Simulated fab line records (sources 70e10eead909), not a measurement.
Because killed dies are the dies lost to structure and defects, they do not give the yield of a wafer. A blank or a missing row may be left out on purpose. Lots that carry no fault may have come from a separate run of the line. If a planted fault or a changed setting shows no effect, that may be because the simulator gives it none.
The same fault as seen by 2 desks -- flow nandHarc -- numbers are kept per desk, each desk with only its own; the story behind them comes last

== THE DEFECT DESK ==
Inspection counts along the route, by lot: the mean over sampled wafers that carry a number. Marked OUT: a lot whose mean sits more than 4 standard deviations from the usual mean, which makes it out of limits; the brackets give that distance.
Columns: A = rawDefectCount at NHARC_A_ZERO_WELL_INSPECT_17, usual 10
lot,first seen here,A
L678,day 6 22:32,17
L679,day 7 05:18,8
L680,day 7 13:08,17
L682,day 8 13:44,12
L685,day 10 03:15,4
L686,day 10 08:23,14
L687,day 10 22:46,8
L691,day 12 00:41,5
L693,day 13 06:29,4
L696,day 14 08:40,7
L697,day 14 15:14,12
L698,day 15 11:57,17
L699,day 15 12:36,5
L700,day 16 00:35,14
This desk found nothing out of limits on any of the 14 lots.

== AT THE METROLOGY DESK ==
Lot by lot, what the gauges showed, no matter which tool ran the lot: averages of those sampled wafers that carry a number. Marked OUT: a lot whose mean sits more than 4 standard deviations from the usual mean, which makes it out of limits; the brackets give that distance.
Columns: A = thkNm at NHARC_A_ONON_D1_THK_MEAS_30, usual 1001 nm
lot,first seen here,A
L679,day 8 12:26,1003
L678,day 8 12:27,1000
L680,day 9 00:32,1013
L682,day 10 01:38,1010
L685,day 11 13:43,1581 (+77) OUT
L686,day 11 19:52,1568 (+76) OUT
L687,day 12 07:56,1570 (+76) OUT
L691,day 13 10:08,990
L693,day 14 15:58,994
L696,day 15 17:19,991
L697,day 16 00:02,997
L698,day 16 22:17,992
L699,day 16 22:26,1003
L700,day 17 11:26,1011
Finding of this desk: L685, L686, L687 out of limits; the first was L685 at day 11 13:43, on thkNm at NHARC_A_ONON_D1_THK_MEAS_30. Within limits: L679, L678, L680, L682, L691, L693, L696, L697, L698, L699, L700.

== TAKEN TOGETHER ==
On L685, L686, L687, the metrology desk was in a position to raise an alarm at day 11 13:43.
The defect desk saw nothing out of limits.
The defect desk has L685, L686, L687 on record, within its limits.
Every lot named ran NHARC_A_ONON_D1_DEP_28 on pecvdOnon-02.

== WHAT WAS PUT IN BY THE SIMULATOR ==
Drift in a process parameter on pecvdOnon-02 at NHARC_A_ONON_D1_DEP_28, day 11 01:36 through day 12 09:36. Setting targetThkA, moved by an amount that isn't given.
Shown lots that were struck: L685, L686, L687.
Hours from the fault's start to each desk's first reading out of limits: the metrology desk, 12.
